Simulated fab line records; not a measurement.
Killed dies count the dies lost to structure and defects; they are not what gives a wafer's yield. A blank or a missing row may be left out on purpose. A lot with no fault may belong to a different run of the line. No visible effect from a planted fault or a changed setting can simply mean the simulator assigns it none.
Split-lot study :: flow n5 finfet :: 39 wafers read across 7 lots, on a route 1938 steps long

ON THE SPLIT
At N5_HKMG_FIN_DEVELOP_48 (develop time 30 s), the setting develop time s was moved away from the recipe's 30 s on 15 of the 39 wafers read, by -52.5% to +44.9%. The other wafers ran this setting at the recipe's value.

The file shows no step between the split and the reading.

THE READING
cd nm at N5_HKMG_FIN_CD_MEAS_49, given in nm (cd target 202 nm). On this fab line, fault-free wafers typically give 201.5 nm with a standard deviation of 0.57 nm.

wafer: L074.1
tool, chamber at the split: litho track-05, 0
develop time s as run, s: 30
against the recipe: recipe
cd nm, nm: 200.6
against lot-mates on the recipe: -

wafer: L074.2
tool, chamber at the split: litho track-05, 0
develop time s as run, s: 30
against the recipe: recipe
cd nm, nm: 200.1
against lot-mates on the recipe: -

wafer: L074.3
tool, chamber at the split: litho track-05, 0
develop time s as run, s: 30
against the recipe: recipe
cd nm, nm: 201.4
against lot-mates on the recipe: -

wafer: L074.4
tool, chamber at the split: litho track-05, 0
develop time s as run, s: 30
against the recipe: recipe
cd nm, nm: 201.0
against lot-mates on the recipe: -

wafer: L074.5
tool, chamber at the split: litho track-05, 0
develop time s as run, s: 30
against the recipe: recipe
cd nm, nm: 200.4
against lot-mates on the recipe: -

wafer: L074.6
tool, chamber at the split: litho track-05, 0
develop time s as run, s: 30
against the recipe: recipe
cd nm, nm: 201.5
against lot-mates on the recipe: -

wafer: L079.1
tool, chamber at the split: litho track-04, 0
develop time s as run, s: 36.26
against the recipe: +20.9%
cd nm, nm: 202.6
against lot-mates on the recipe: +0.6

wafer: L079.2
tool, chamber at the split: litho track-04, 0
develop time s as run, s: 36.26
against the recipe: +20.9%
cd nm, nm: 203.6
against lot-mates on the recipe: +1.6

wafer: L079.3
tool, chamber at the split: litho track-04, 0
develop time s as run, s: 30
against the recipe: recipe
cd nm, nm: 202.4
against lot-mates on the recipe: -

wafer: L079.4
tool, chamber at the split: litho track-04, 0
develop time s as run, s: 30
against the recipe: recipe
cd nm, nm: 202.0
against lot-mates on the recipe: -

wafer: L079.5
tool, chamber at the split: litho track-04, 0
develop time s as run, s: 36.26
against the recipe: +20.9%
cd nm, nm: 203.4
against lot-mates on the recipe: +1.4

wafer: L079.6
tool, chamber at the split: litho track-04, 0
develop time s as run, s: 30
against the recipe: recipe
cd nm, nm: 201.5
against lot-mates on the recipe: -

wafer: L080.1
tool, chamber at the split: litho track-04, 0
develop time s as run, s: 30
against the recipe: recipe
cd nm, nm: 200.4
against lot-mates on the recipe: -

wafer: L080.2
tool, chamber at the split: litho track-04, 0
develop time s as run, s: 23.96
against the recipe: -20.1%
cd nm, nm: 200.5
against lot-mates on the recipe: -0.3

wafer: L080.3
tool, chamber at the split: litho track-04, 0
develop time s as run, s: 23.96
against the recipe: -20.1%
cd nm, nm: 200.0
against lot-mates on the recipe: -0.8

wafer: L080.4
tool, chamber at the split: litho track-04, 0
develop time s as run, s: 30
against the recipe: recipe
cd nm, nm: 201.0
against lot-mates on the recipe: -

wafer: L080.5
tool, chamber at the split: litho track-04, 0
develop time s as run, s: 23.96
against the recipe: -20.1%
cd nm, nm: 199.9
against lot-mates on the recipe: -0.9

wafer: L080.6
tool, chamber at the split: litho track-04, 0
develop time s as run, s: 30
against the recipe: recipe
cd nm, nm: 201.0
against lot-mates on the recipe: -

wafer: L089.1
tool, chamber at the split: litho track-05, 0
develop time s as run, s: 30
against the recipe: recipe
cd nm, nm: 201.1
against lot-mates on the recipe: -

wafer: L089.2
tool, chamber at the split: litho track-05, 0
develop time s as run, s: 37.26
against the recipe: +24.2%
cd nm, nm: 202.7
against lot-mates on the recipe: +1.3

wafer: L089.3
tool, chamber at the split: litho track-05, 0
develop time s as run, s: 37.26
against the recipe: +24.2%
cd nm, nm: 202.1
against lot-mates on the recipe: +0.7

wafer: L089.4
tool, chamber at the split: litho track-05, 0
develop time s as run, s: 30
against the recipe: recipe
cd nm, nm: 202.0
against lot-mates on the recipe: -

wafer: L089.5
tool, chamber at the split: litho track-05, 0
develop time s as run, s: 37.26
against the recipe: +24.2%
cd nm, nm: 202.9
against lot-mates on the recipe: +1.5

wafer: L089.6
tool, chamber at the split: litho track-05, 0
develop time s as run, s: 30
against the recipe: recipe
cd nm, nm: 201.0
against lot-mates on the recipe: -

wafer: L093.1
tool, chamber at the split: litho track-02, 0
develop time s as run, s: 43.47
against the recipe: +44.9%
cd nm, nm: 203.2
against lot-mates on the recipe: +2.0

wafer: L093.2
tool, chamber at the split: litho track-02, 0
develop time s as run, s: 43.47
against the recipe: +44.9%
cd nm, nm: 202.6
against lot-mates on the recipe: +1.4

wafer: L093.3
tool, chamber at the split: litho track-02, 0
develop time s as run, s: 30
against the recipe: recipe
cd nm, nm: 201.0
against lot-mates on the recipe: -

wafer: L093.4
tool, chamber at the split: litho track-02, 0
develop time s as run, s: 43.47
against the recipe: +44.9%
cd nm, nm: 202.1
against lot-mates on the recipe: +0.9

wafer: L093.5
tool, chamber at the split: litho track-02, 0
develop time s as run, s: 30
against the recipe: recipe
cd nm, nm: 201.2
against lot-mates on the recipe: -

wafer: L093.6
tool, chamber at the split: litho track-02, 0
develop time s as run, s: 30
against the recipe: recipe
cd nm, nm: 201.5
against lot-mates on the recipe: -

wafer: L096.1
tool, chamber at the split: litho track-02, 0
develop time s as run, s: 30
against the recipe: recipe
cd nm, nm: 201.9
against lot-mates on the recipe: -

wafer: L096.2
tool, chamber at the split: litho track-02, 0
develop time s as run, s: 14.26
against the recipe: -52.5%
cd nm, nm: 198.8
against lot-mates on the recipe: -3.3

wafer: L096.3
tool, chamber at the split: litho track-02, 0
develop time s as run, s: 30
against the recipe: recipe
cd nm, nm: 202.4
against lot-mates on the recipe: -

wafer: L096.4
tool, chamber at the split: litho track-02, 0
develop time s as run, s: 30
against the recipe: recipe
cd nm, nm: 202.1
against lot-mates on the recipe: -

wafer: L096.5
tool, chamber at the split: litho track-02, 0
develop time s as run, s: 14.26
against the recipe: -52.5%
cd nm, nm: 198.1
against lot-mates on the recipe: -4.0

wafer: L096.6
tool, chamber at the split: litho track-02, 0
develop time s as run, s: 14.26
against the recipe: -52.5%
cd nm, nm: 199.2
against lot-mates on the recipe: -2.9

wafer: L097.1
tool, chamber at the split: litho track-02, 0
develop time s as run, s: 30
against the recipe: recipe
cd nm, nm: 200.7
against lot-mates on the recipe: -

wafer: L097.5
tool, chamber at the split: litho track-02, 0
develop time s as run, s: 30
against the recipe: recipe
cd nm, nm: 201.1
against lot-mates on the recipe: -

wafer: L097.6
tool, chamber at the split: litho track-02, 0
develop time s as run, s: 30
against the recipe: recipe
cd nm, nm: 201.0
against lot-mates on the recipe: -

THE FIT
A straight line over all 39 wafers: cd nm changes by +0.0469 nm for each +1% of develop time s; r = +0.85; the points scatter about the line by 0.66 nm.
The same after taking each lot's own level away (the mean of its wafers on the recipe; 39 wafers): +0.0505 nm for each +1%; r = +0.91; scatter 0.51 nm.
That fit puts the effect of the largest move of develop time s on the reading at 2.6 nm.
The lots' own levels span 200.80 to 202.13 nm, that is 2.3 times the standard deviation above.
Consequently the slope shifts little with the lot-to-lot level, the two slopes agreeing.
Check: for one of the wafers moved furthest among these (-52.5%), held out of the fit, the line's prediction against its lot-mates is -2.6 nm. Against them it came out at -3.33 nm.

FURTHER SPLITS ON THESE WAFERS
Note: prior to the reading, these wafers also went through further splits. Each is held against what the fit with the lots' levels taken away leaves over:
other split on the same wafers: N5_FIN_SAQP_ETCH_65 time s
wafers away from the commonest value: 12
r with cd nm (lot level and that fit taken away): -0.27

other split on the same wafers: N5_FIN_SAQP_SPACER2_ALD_28 target thk a
wafers away from the commonest value: 9
r with cd nm (lot level and that fit taken away): +0.08

THE WHOLE CHAIN: every reading that the file lists as answering this split, in the file's order
step: N5_HKMG_FIN_CD_MEAS_49
what it does: target cd 202 nm
reading: cd nm
change (the file's fit): +0.0504 nm for each +1% of the setting
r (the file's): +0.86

step: N5_HKMG_FIN_ETCH_54
what it does: etches SiARC in CF4, target depth 45.5 nm, time 75.8 s
reading: HKMG_FIN.cd offset nm (the simulator's own value, which no gauge read)
change (the file's fit): +0.0506 nm for each +1% of the setting
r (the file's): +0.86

THE FILE'S OWN FIT
cd nm changes by +0.0504 nm for each +1% of develop time s, r = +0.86.
